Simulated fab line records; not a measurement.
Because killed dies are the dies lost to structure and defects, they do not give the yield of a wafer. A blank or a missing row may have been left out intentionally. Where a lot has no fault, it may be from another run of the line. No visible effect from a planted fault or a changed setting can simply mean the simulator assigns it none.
fab line records	flow n5-finfet
[record] lots = 5	wafers = 15	last-day = 17
route steps=1938 shown BEOL_M14@1719
lots that met no fault: taken from a fault-free run of the same line
start-h: start of the lot's first displayed wafer, in hours after the record's first day	wait-h: time in hours since the lot's previous step	" the same as in the row above	L1.1+2: a single row standing in for several wafers	- no value present, or no start provided	* or withheld: withheld	< > ~ a bound
route shown NAME@n: a module of which the file shows steps, and the number in the route of the first	usual: the fault-free wafers' mean and standard deviation	same: alike in all rows	chamber/n: place in a boat	sites: the reading at each site	_std_site: how widely they spread, as a standard deviation	_edge_site: inner sites' mean taken away from outer sites' mean	radius-mm: for every site, how far away it sits from the centre of the wafer	mask NAME#n: copy n	behind: the most recent tool/chamber to have shaped the wafer	hold: why the lot went on hold/how many hours it stayed there/how the hold came to an end	device: the n, p or np transistor that did not switch	end of line: tests run on the same wafers once the route is complete	a step without rows: its recipe alone	killed: dies lost to structure and defects at the first sort, not the wafer's yield	map: per-die view of a wafer (x killed, . not killed, _ where there is no die)
set.NAME: the setting the step ran with; set.NAME@STEP: the setting that earlier step ran with	model.NAME: the simulator's own value behind a step, which no gauge read
a table for each step, a row for each wafer; lots at some steps of the route
services: from which hour (start-h, from the record's first day; less than 0 if before it) a tool's chamber was out of use, for how many hours, and why
[[steps]]
[step N5_BEOL_M14_COAT_04]
[recipe] spin-rpm = 1704	resist-thk-nm = 800
[usual] spin-speed-rpm = 1704.0/0.98
lot.wafer	tool	chamber	start-h	wait-h	spin-speed-rpm
L075.3	litho-track-02	0	-	-	1704.3
L075.4	"	0	"	"	1703.6
L075.5	"	0	"	"	1703.0
L076.2	litho-track-02	0	-	-	1704.0
L076.4	"	0	"	"	1706.0
L076.5	"	0	"	"	1704.7
L081.2	litho-track-05	0	-	-	1706.8
L081.4	"	0	"	"	1703.3
L081.5	"	0	"	"	1705.4
L093.1	litho-track-05	0	-	-	1704.5
L093.4	"	0	"	"	1703.9
L093.6	"	0	"	"	1704.5
L091.3	litho-track-01	0	-	-	1702.0
L091.5	"	0	"	"	1702.2
L091.6	"	0	"	"	1704.9
[step N5_BEOL_M14_EBR_06]
[recipe] solvent = PGMEA	ebr-width-mm = 1.5
lot.wafer	tool	chamber	start-h	wait-h
L075.3+4+5	litho-track-02	0	-	-
L076.2+4+5	litho-track-02	0	-	-
L081.2+4+5	litho-track-05	0	-	-
L093.1+4+6	litho-track-05	0	-	-
L091.3+5+6	litho-track-01	0	-	-
[step N5_BEOL_M14_SOFTBAKE_05]
[recipe] temp-c = 130	time-s = 60
[usual] heater-power-total-W = 218.8/1.6
lot.wafer	tool	chamber	start-h	wait-h	heater-power-total-W
L075.3	litho-track-02	0	-	-	216.9
L075.4	"	0	"	"	221.0
L075.5	"	0	"	"	216.6
L076.2	litho-track-02	0	-	-	221.1
L076.4	"	0	"	"	219.0
L076.5	"	0	"	"	217.8
L081.2	litho-track-05	0	-	-	219.3
L081.4	"	0	"	"	217.2
L081.5	"	0	"	"	217.9
L093.1	litho-track-05	0	-	-	218.0
L093.4	"	0	"	"	216.8
L093.6	"	0	"	"	219.5
L091.3	litho-track-01	0	-	-	216.6
L091.5	"	0	"	"	217.1
L091.6	"	0	"	"	220.2
[step N5_BEOL_M14_EXPOSE_07]
[recipe] mask-id = V13	na = 0.8	source-shape = annular	sigma-inner = 0.5	sigma-outer = 0.8	polarization = unpolarized	attpsm-phase-deg = 180	dose-mj = 57
lot.wafer	tool	chamber	start-h	wait-h	mask
L075.3+4+5	krf-scanner-02	0	261.13	-	V13#0
L076.2+4+5	krf-scanner-01	0	278.20	-	V13#0
L081.2+4+5	krf-scanner-02	0	321.24	-	V13#0
L093.1+4+6	krf-scanner-01	0	377.35	-	V13#0
L091.3+5+6	krf-scanner-01	0	382.04	-	V13#0
[step N5_BEOL_M14_PEB_08]
[recipe] peb-temp-c = 130	peb-time-s = 90
[usual] heater-power-total-W = 172.5/0.71
lot.wafer	tool	chamber	start-h	wait-h	heater-power-total-W
L075.3	litho-track-01	0	261.17	0.0	172.8
L075.4	"	0	"	"	172.8
L075.5	"	0	"	"	171.8
L076.2	litho-track-05	0	278.26	0.0	173.0
L076.4	"	0	"	"	172.1
L076.5	"	0	"	"	172.6
L081.2	litho-track-02	0	321.29	0.0	173.8
L081.4	"	0	"	"	172.4
L081.5	"	0	"	"	172.9
L093.1	litho-track-05	0	377.41	0.1	171.8
L093.4	"	0	"	"	171.4
L093.6	"	0	"	"	171.8
L091.3	litho-track-01	0	382.09	0.0	173.1
L091.5	"	0	"	"	170.9
L091.6	"	0	"	"	172.1
[step N5_BEOL_M14_DEVELOP_09]
[recipe] develop-time-s = 45	rinse-liquid = diw	dry = air-spin	dev-temp-c = 21
[usual] developer-temp-C = 20.99/0.1
lot.wafer	tool	chamber	start-h	wait-h	developer-temp-C
L075.3	litho-track-01	0	-	-	21.05
L075.4	"	0	"	"	21.03
L075.5	"	0	"	"	20.93
L076.2	litho-track-05	0	-	-	20.95
L076.4	"	0	"	"	21.01
L076.5	"	0	"	"	20.97
L081.2	litho-track-02	0	-	-	21.11
L081.4	"	0	"	"	20.98
L081.5	"	0	"	"	20.96
L093.1	litho-track-05	0	-	-	21.04
L093.4	"	0	"	"	20.82
L093.6	"	0	"	"	20.85
L091.3	litho-track-01	0	-	-	20.95
L091.5	"	0	"	"	21.17
L091.6	"	0	"	"	21.06
[step N5_BEOL_M14_HARDBAKE_14]
[recipe] temp-c = 130	time-s = 120
[usual] heater-power-total-W = 148.1/0.91
lot.wafer	tool	chamber	start-h	wait-h	heater-power-total-W
L075.3	litho-track-01	0	-	-	148.4
L075.4	"	0	"	"	147.3
L075.5	"	0	"	"	148.6
L076.2	litho-track-05	0	-	-	147.7
L076.4	"	0	"	"	147.0
L076.5	"	0	"	"	147.9
L081.2	litho-track-02	0	-	-	149.0
L081.4	"	0	"	"	148.1
L081.5	"	0	"	"	149.2
L093.1	litho-track-05	0	-	-	147.5
L093.4	"	0	"	"	149.0
L093.6	"	0	"	"	149.2
L091.3	litho-track-01	0	-	-	147.7
L091.5	"	0	"	"	149.1
L091.6	"	0	"	"	149.3
[step N5_BEOL_M14_CD_MEAS_10]
[recipe] target-cd-nm = 250	landing-energy-ev = 500	detector = se-inlens	polarity = opening
[usual] cd-nm = 250.7/1.6
lot.wafer	tool	chamber	start-h	wait-h	cd-nm
L075.3	cd-sem-03	0	261.29	-	250.8
L075.4	"	0	"	"	250.7
L075.5	"	0	"	"	248.9
L076.2	cd-sem-02	0	278.37	-	250.9
L076.4	"	0	"	"	248.4
L076.5	"	0	"	"	250.6
L081.2	cd-sem-01	0	321.41	-	250.1
L081.4	"	0	"	"	249.9
L081.5	"	0	"	"	249.3
L093.1	cd-sem-03	0	377.52	-	253.3
L093.4	"	0	"	"	252.7
L093.6	"	0	"	"	253.3
L091.3	cd-sem-02	0	382.20	-	248.6
L091.5	"	0	"	"	251.0
L091.6	"	0	"	"	250.8
[step N5_BEOL_M14_OVL_MEAS_11]
[recipe] points-per-wafer = 44
[usual] V13_OVL = -1/5.2
lot.wafer	tool	chamber	start-h	wait-h	V13_OVL[nm]
L075.3	overlay-01	0	261.32	0.0	7
L075.4	"	0	"	"	3
L075.5	"	0	"	"	5
L076.2	overlay-01	0	278.40	0.0	-6
L076.4	"	0	"	"	-11
L076.5	"	0	"	"	-4
L081.2	overlay-01	0	321.44	0.0	5
L081.4	"	0	"	"	2
L081.5	"	0	"	"	4
L093.1	overlay-02	0	377.55	0.0	-4
L093.4	"	0	"	"	-4
L093.6	"	0	"	"	-9
L091.3	overlay-02	0	382.23	0.0	0
L091.5	"	0	"	"	-1
L091.6	"	0	"	"	-4
[step N5_BEOL_M14_INSPECT_12]
[recipe] mode = adi	inspect-instrument = macro
[usual] raw-defect-count = 2.0/1.5
lot.wafer	tool	chamber	start-h	wait-h	raw-defect-count
L075.3	defect-inspect-01	-	261.34	0.0	1
L075.4	"	-	"	"	1
L075.5	"	-	"	"	3
L076.2	defect-inspect-02	-	278.42	0.0	1
L076.4	"	-	"	"	3
L076.5	"	-	"	"	5
L081.2	defect-inspect-02	-	321.46	0.0	1
L081.4	"	-	"	"	3
L081.5	"	-	"	"	2
L093.1	defect-inspect-02	-	377.58	0.0	2
L093.4	"	-	"	"	4
L093.6	"	-	"	"	6
L091.3	defect-inspect-02	-	382.26	0.0	2
L091.5	"	-	"	"	3
L091.6	"	-	"	"	2
[step N5_BEOL_M14_DESCUM_15]
[recipe] chemistry = O2	time-s = 7.9	source-power-w = 50	bias-power-w = 20	pressure-mtorr = 20	rf-frequency-hz = 2.712e+07	temp-c = 40	o2-flow-sccm = 225
[usual] drypump-motor-current-A = 5.5/0.43	oes-product-au = 0.81/0.055	rf-fwd-power-W = 49.42/0.24	rf-vpp-V = 243.3/1.5	showerhead-plenum-p-Torr = 2.10/0.078	throttle-valve-pct = 20.43/0.16
lot.wafer	tool	chamber	start-h	wait-h	drypump-motor-current-A	oes-product-au	rf-fwd-power-W	rf-hours-counter-h	rf-vpp-V	showerhead-plenum-p-Torr	throttle-valve-pct
L075.3	rie-diel-03	2	261.38	0.0	5.6	0.73	49.26	148	240.0	2.00	20.55
L075.4	"	1	"	"	5.3	0.84	49.51	62	244.1	2.24	20.27
L075.5	"	3	"	"	5.5	0.77	49.06	-	245.1	2.19	20.25
L076.2	rie-diel-04	1	278.49	0.1	6.5	0.83	49.90	81	242.1	2.03	20.69
L076.4	"	3	"	"	5.9	0.88	49.37	40	246.2	2.21	20.44
L076.5	"	2	"	"	5.4	0.79	48.88	-	243.8	2.09	20.14
L081.2	rie-diel-01	1	321.52	0.1	5.2	0.85	49.50	49	244.3	2.13	20.30
L081.4	"	0	"	"	5.5	0.83	49.30	64	241.6	2.03	20.36
L081.5	"	0	"	"	5.5	0.83	49.44	-	243.3	2.03	20.38
L093.1	rie-diel-01	3	377.61	0.0	4.9	0.81	48.94	102	242.9	2.11	20.31
L093.4	"	2	"	"	5.9	0.87	49.65	52	245.1	2.21	20.38
L093.6	"	1	"	"	5.3	0.82	49.42	-	242.3	2.12	20.32
L091.3	rie-diel-01	2	382.29	0.0	5.9	0.87	49.63	53	244.3	2.21	20.40
L091.5	"	1	"	"	5.2	0.82	49.37	-	243.2	2.12	20.32
L091.6	"	0	"	"	5.5	0.80	49.35	-	243.0	2.03	20.40
[step N5_BEOL_M14_ETCH_59]
[recipe] chemistry = N2/H2	target = BARC	target-depth-a = 890	overetch-a = 267	time-s = 67.9	ion-energy-ev = 200	pressure-mtorr = 30	source-w = 840	bias-w = 150	n2-flow-sccm = 200	h2-flow-sccm = 200
[usual] drypump-motor-current-A = 5.6/0.43	oes-product-au = 0.69/0.044	rf-fwd-power-W = 833/3	rf-vpp-V = 524.2/2.8	showerhead-plenum-p-Torr = 2.55/0.098	throttle-valve-pct = 17.83/0.21
lot.wafer	tool	chamber	start-h	wait-h	drypump-motor-current-A	oes-product-au	rf-fwd-power-W	rf-hours-counter-h	rf-vpp-V	showerhead-plenum-p-Torr	throttle-valve-pct
L075.3	rie-diel-03	2	261.41	0.0	5.6	0.63	826	148	521.7	2.45	18.07
L075.4	"	1	"	"	5.3	0.73	833	62	527.8	2.67	17.46
L075.5	"	3	"	"	5.5	0.66	834	-	526.3	2.67	17.72
L076.2	rie-diel-04	1	278.53	0.0	6.5	0.71	837	81	520.8	2.46	18.19
L076.4	"	3	"	"	5.8	0.74	834	40	528.9	2.70	17.96
L076.5	"	2	"	"	5.4	0.67	832	-	524.9	2.55	17.51
L081.2	rie-diel-01	1	321.56	0.0	5.3	0.71	838	49	524.9	2.60	17.73
L081.4	"	0	"	"	5.5	0.69	833	64	522.2	2.46	17.82
L081.5	"	0	"	"	5.5	0.70	832	-	522.3	2.46	17.82
L093.1	rie-diel-01	3	377.65	0.0	5.0	0.70	826	102	525.0	2.55	17.66
L093.4	"	2	"	"	6.0	0.73	835	52	527.5	2.69	17.89
L093.6	"	1	"	"	5.2	0.70	836	-	524.3	2.59	17.76
L091.3	rie-diel-01	2	382.32	0.0	5.9	0.74	841	54	529.1	2.69	17.88
L091.5	"	1	"	"	5.2	0.69	831	-	524.3	2.59	17.76
L091.6	"	0	"	"	5.5	0.67	833	-	521.7	2.45	17.84
[step N5_BEOL_M14_VIA_ETCH_16]
[recipe] chemistry = C4F8/O2/Ar	target = SiO2	he-inner-torr = 15	he-outer-torr = 30	target-depth-a = 12313	time-s = withheld	ion-energy-ev = 800	pressure-mtorr = 20	source-w = 1905	bias-w = 2040	Ar_flow_sccm = 400	C4F8_flow_sccm = 16	O2_flow_sccm = 12	ends = cleared
[usual] drypump-motor-current-A = 5.6/0.43	oes_o_777_au = 0.80/0.059	oes-product-au = 0.73/0.05	rf-fwd-power-W = 1900/5.8	rf-vpp-V = 2214/27	showerhead-plenum-p-Torr = 3.45/0.12	throttle-valve-pct = 30.92/0.23
lot.wafer	tool	chamber	start-h	wait-h	drypump-motor-current-A	oes_o_777_au	oes-product-au	rf-fwd-power-W	rf-vpp-V	showerhead-plenum-p-Torr	throttle-valve-pct
L075.3	rie-diel-03	2	261.46	0.0	5.6	0.73	0.66	1888	2188	3.31	31.02
L075.4	"	1	"	"	5.4	0.88	0.77	1905	2222	3.64	30.72
L075.5	"	3	"	"	5.5	0.76	0.68	1902	2183	3.58	30.58
L076.2	rie-diel-04	1	278.58	0.0	6.5	0.81	0.74	1896	2245	3.35	31.39
L076.4	"	3	"	"	5.9	0.89	0.78	1892	2184	3.62	30.91
L076.5	"	2	"	"	5.4	0.75	0.70	1906	2215	3.46	30.68
L081.2	rie-diel-01	1	321.61	0.0	5.3	0.82	0.77	1902	2217	3.49	30.74
L081.4	"	0	"	"	5.5	0.80	0.74	1908	2241	3.36	31.02
L081.5	"	0	"	"	5.4	0.80	0.75	1909	2242	3.36	31.02
L093.1	rie-diel-01	3	377.70	0.0	5.0	0.82	0.74	1902	2201	3.46	30.66
L093.4	"	2	"	"	6.0	0.87	0.78	1901	2187	3.63	31.05
L093.6	"	1	"	"	5.3	0.80	0.74	1901	2219	3.48	30.79
L091.3	rie-diel-01	2	382.38	0.0	5.9	0.87	0.78	1901	2188	3.63	31.08
L091.5	"	1	"	"	5.2	0.79	0.73	1898	2217	3.48	30.77
L091.6	"	0	"	"	5.5	0.77	0.72	1898	2241	3.35	31.03
[step N5_BEOL_M14_STRIP_63]
[recipe] chemistry = O2	power-w = 600	temp-c = 60	pressure-mtorr = 30	rf-frequency-hz = 6e+07	bias-power-w = 0	overash-fraction = 0.3	o2-flow-sccm = 225
[usual] drypump-motor-current-A = 5.5/0.43	oes-product-au = 0.81/0.055	rf-vpp-V = 3.6/0.8	showerhead-plenum-p-Torr = 2.11/0.078	throttle-valve-pct = 16.65/0.16
lot.wafer	tool	chamber	start-h	wait-h	drypump-motor-current-A	oes-product-au	rf-hours-counter-h	rf-vpp-V	showerhead-plenum-p-Torr	throttle-valve-pct
L075.3	rie-diel-03	2	-	-	5.6	0.74	148	3.6	2.01	16.82
L075.4	"	1	"	"	5.3	0.85	62	3.0	2.24	16.43
L075.5	"	3	"	"	5.5	0.78	-	3.9	2.19	16.54
L076.2	rie-diel-04	1	-	-	6.5	0.84	82	3.6	2.03	16.88
L076.4	"	3	"	"	5.9	0.88	40	2.8	2.22	16.63
L076.5	"	2	"	"	5.4	0.80	-	5.1	2.10	16.39
L081.2	rie-diel-01	1	-	-	5.2	0.86	50	4.5	2.13	16.50
L081.4	"	0	"	"	5.5	0.84	64	2.9	2.04	16.58
L081.5	"	0	"	"	5.5	0.83	-	4.2	2.04	16.59
L093.1	rie-diel-01	3	-	-	4.9	0.82	102	3.4	2.12	16.59
L093.4	"	2	"	"	5.9	0.88	52	2.6	2.21	16.58
L093.6	"	1	"	"	5.3	0.83	-	2.6	2.13	16.50
L091.3	rie-diel-01	2	-	-	6.0	0.88	54	2.4	2.21	16.57
L091.5	"	1	"	"	5.2	0.81	-	3.3	2.13	16.57
L091.6	"	0	"	"	5.5	0.82	-	4.5	2.03	16.62
[step N5_BEOL_M14_STRIP_64]
[recipe] chemistry = O2	power-w = 600	temp-c = 60	pressure-mtorr = 30	rf-frequency-hz = 6e+07	bias-power-w = 0	overash-fraction = 0.3	o2-flow-sccm = 225
[usual] drypump-motor-current-A = 5.5/0.43	oes-product-au = 0.81/0.055	rf-vpp-V = 3.6/0.5	showerhead-plenum-p-Torr = 2.11/0.078	throttle-valve-pct = 16.65/0.16
lot.wafer	tool	chamber	start-h	wait-h	drypump-motor-current-A	oes-product-au	rf-hours-counter-h	rf-vpp-V	showerhead-plenum-p-Torr	throttle-valve-pct
L075.3	rie-diel-03	2	-	-	5.6	0.73	148	3.5	2.01	16.78
L075.4	"	1	"	"	5.3	0.85	62	3.1	2.24	16.45
L075.5	"	3	"	"	5.4	0.77	-	3.8	2.19	16.54
L076.2	rie-diel-04	1	-	-	6.5	0.83	82	4.5	2.03	16.89
L076.4	"	3	"	"	5.8	0.87	40	3.1	2.22	16.64
L076.5	"	2	"	"	5.4	0.78	-	4.2	2.10	16.41
L081.2	rie-diel-01	1	-	-	5.2	0.84	50	4.0	2.13	16.51
L081.4	"	0	"	"	5.5	0.83	64	3.2	2.04	16.58
L081.5	"	0	"	"	5.5	0.83	-	3.7	2.04	16.57
L093.1	rie-diel-01	3	-	-	5.0	0.82	102	3.5	2.12	16.59
L093.4	"	2	"	"	6.0	0.87	52	4.0	2.21	16.57
L093.6	"	1	"	"	5.2	0.82	-	3.4	2.13	16.56
L091.3	rie-diel-01	2	-	-	5.9	0.85	54	4.0	2.21	16.57
L091.5	"	1	"	"	5.2	0.81	-	3.8	2.13	16.54
L091.6	"	0	"	"	5.5	0.78	-	4.1	2.03	16.62
[step N5_BEOL_M14_STRIP_71]
[recipe] chemistry = post-etch-residue-remover	time-s = 60	temp-c = 25	remover-ph = withheld	remover-water-wt-pct = withheld	remover-fluoride-wt-pct = withheld
lot.wafer	tool	chamber	start-h	wait-h
L075.3+4+5	wet-bench-06	4,5,7	261.75	-
L076.2+4+5	wet-bench-03	1,2,7	278.87	-
L081.2+4+5	wet-bench-06	0,5,6	321.90	-
L093.1+4+6	wet-bench-02	5,0,2	377.99	-
L091.3+5+6	wet-bench-06	5,1,2	382.66	-
[step N5_BEOL_M14_SRD_72]
[recipe] time-s = 30	temp-c = 23	rinse-liquid = diw	dry = n2-spin	spin-rpm = 1500	dry-time-s = 30
lot.wafer	tool	chamber	start-h	wait-h
L075.3+4+5	wet-bench-06	4,5,7	261.77	0.0
L076.2+4+5	wet-bench-03	1,2,7	278.89	0.0
L081.2+4+5	wet-bench-06	0,5,6	321.92	0.0
L093.1+4+6	wet-bench-02	5,0,2	378.01	0.0
L091.3+5+6	wet-bench-06	5,1,2	382.68	0.0
[step N5_BEOL_M14_CD_MEAS_17]
[recipe] target-cd-nm = 250	polarity = opening
[usual] cd-nm = 251.5/2.1
lot.wafer	tool	chamber	start-h	wait-h	cd-nm
L075.3	cd-sem-01	-	261.81	0.0	249.5
L075.4	"	-	"	"	251.5
L075.5	"	-	"	"	248.9
L076.2	cd-sem-02	-	278.94	0.0	251.3
L076.4	"	-	"	"	247.6
L076.5	"	-	"	"	250.9
L081.2	cd-sem-01	-	321.96	0.0	250.0
L081.4	"	-	"	"	252.4
L081.5	"	-	"	"	252.3
L093.1	cd-sem-03	-	378.05	0.0	253.6
L093.4	"	-	"	"	254.1
L093.6	"	-	"	"	253.9
L091.3	cd-sem-03	-	382.73	0.0	250.1
L091.5	"	-	"	"	251.2
L091.6	"	-	"	"	253.7
[step N5_BEOL_M14_COAT_65]
[recipe] resist = SOC	temp-c = 250	time-s = 60	spin-rpm = 1500	resist-thk-nm = 450
[usual] heater-power-total-W = 500.3/1.7	spin-speed-rpm = 1499.9/0.78
lot.wafer	tool	chamber	start-h	wait-h	heater-power-total-W	spin-speed-rpm
L075.3	litho-track-05	0	261.85	0.0	499.2	1500.5
L075.4	"	0	"	"	500.2	1499.1
L075.5	"	0	"	"	501.4	1500.0
L076.2	litho-track-01	0	278.97	0.0	497.4	1500.6
L076.4	"	0	"	"	502.2	1499.7
L076.5	"	0	"	"	501.5	1498.9
L081.2	litho-track-02	0	322.00	0.0	500.6	1499.6
L081.4	"	0	"	"	501.8	1499.1
L081.5	"	0	"	"	500.9	1500.4
L093.1	litho-track-02	0	378.08	0.0	502.1	1500.4
L093.4	"	0	"	"	501.9	1501.5
L093.6	"	0	"	"	497.3	1499.4
L091.3	litho-track-01	0	382.76	0.0	498.1	1499.2
L091.5	"	0	"	"	501.3	1500.2
L091.6	"	0	"	"	502.5	1498.7
[step N5_BEOL_M14_COAT_66]
[recipe] resist = SiARC	temp-c = 220	time-s = 60	spin-rpm = 1500	resist-thk-nm = 110
[usual] heater-power-total-W = 427.4/2	spin-speed-rpm = 1500.1/0.95
lot.wafer	tool	chamber	start-h	wait-h	heater-power-total-W	spin-speed-rpm
L075.3	litho-track-05	0	-	-	425.6	1502.1
L075.4	"	0	"	"	425.8	1501.2
L075.5	"	0	"	"	427.0	1500.3
L076.2	litho-track-01	0	-	-	430.4	1498.7
L076.4	"	0	"	"	424.8	1502.0
L076.5	"	0	"	"	425.2	1501.3
L081.2	litho-track-02	0	-	-	430.1	1500.2
L081.4	"	0	"	"	427.9	1499.0
L081.5	"	0	"	"	424.4	1499.3
L093.1	litho-track-02	0	-	-	426.6	1498.3
L093.4	"	0	"	"	426.6	1499.1
L093.6	"	0	"	"	424.9	1500.2
L091.3	litho-track-01	0	-	-	430.5	1499.4
L091.5	"	0	"	"	426.6	1500.3
L091.6	"	0	"	"	425.8	1499.2
[step N5_BEOL_M14_COAT_22]
[recipe] spin-rpm = 2888	resist-thk-nm = 300
[usual] spin-speed-rpm = 2888.3/1.8
lot.wafer	tool	chamber	start-h	wait-h	spin-speed-rpm
L075.3	litho-track-05	0	-	-	2887.1
L075.4	"	0	"	"	2885.6
L075.5	"	0	"	"	2884.9
L076.2	litho-track-01	0	-	-	2886.9
L076.4	"	0	"	"	2887.8
L076.5	"	0	"	"	2889.9
L081.2	litho-track-02	0	-	-	2888.0
L081.4	"	0	"	"	2886.9
L081.5	"	0	"	"	2889.2
L093.1	litho-track-02	0	-	-	2887.1
L093.4	"	0	"	"	2888.5
L093.6	"	0	"	"	2888.6
L091.3	litho-track-01	0	-	-	2887.2
L091.5	"	0	"	"	2888.6
L091.6	"	0	"	"	2888.0
[[services]]
tool	chamber	start-h	hours	kind
krf-scanner-02	-	243.54	0.9	repair
rie-diel-01	2	246.55	8.5	repair
wet-bench-06	-	255.11	2.4	repair
krf-scanner-01	-	287.07	0.5	repair
rie-diel-01	1	287.24	4.2	repair
krf-scanner-02	0	294.01	-	calibration
krf-scanner-01	-	303.62	1.0	pm
krf-scanner-02	-	305.26	1.0	pm
rie-diel-03	3	307.29	5.7	repair
krf-scanner-01	-	319.94	1.3	pm
rie-diel-04	2	323.48	19.8	repair
krf-scanner-01	0	337.93	-	calibration
krf-scanner-01	-	344.89	0.8	pm
krf-scanner-02	-	356.28	1.3	pm
krf-scanner-01	-	358.55	1.4	repair
rie-diel-03	1	365.16	4.2	repair
rie-diel-01	-	366.85	0.9	repair
rie-diel-03	2	375.72	4.9	repair
krf-scanner-02	-	379.74	0.8	pm
rie-diel-04	-	381.01	2.8	pm
[[key]]
fault none
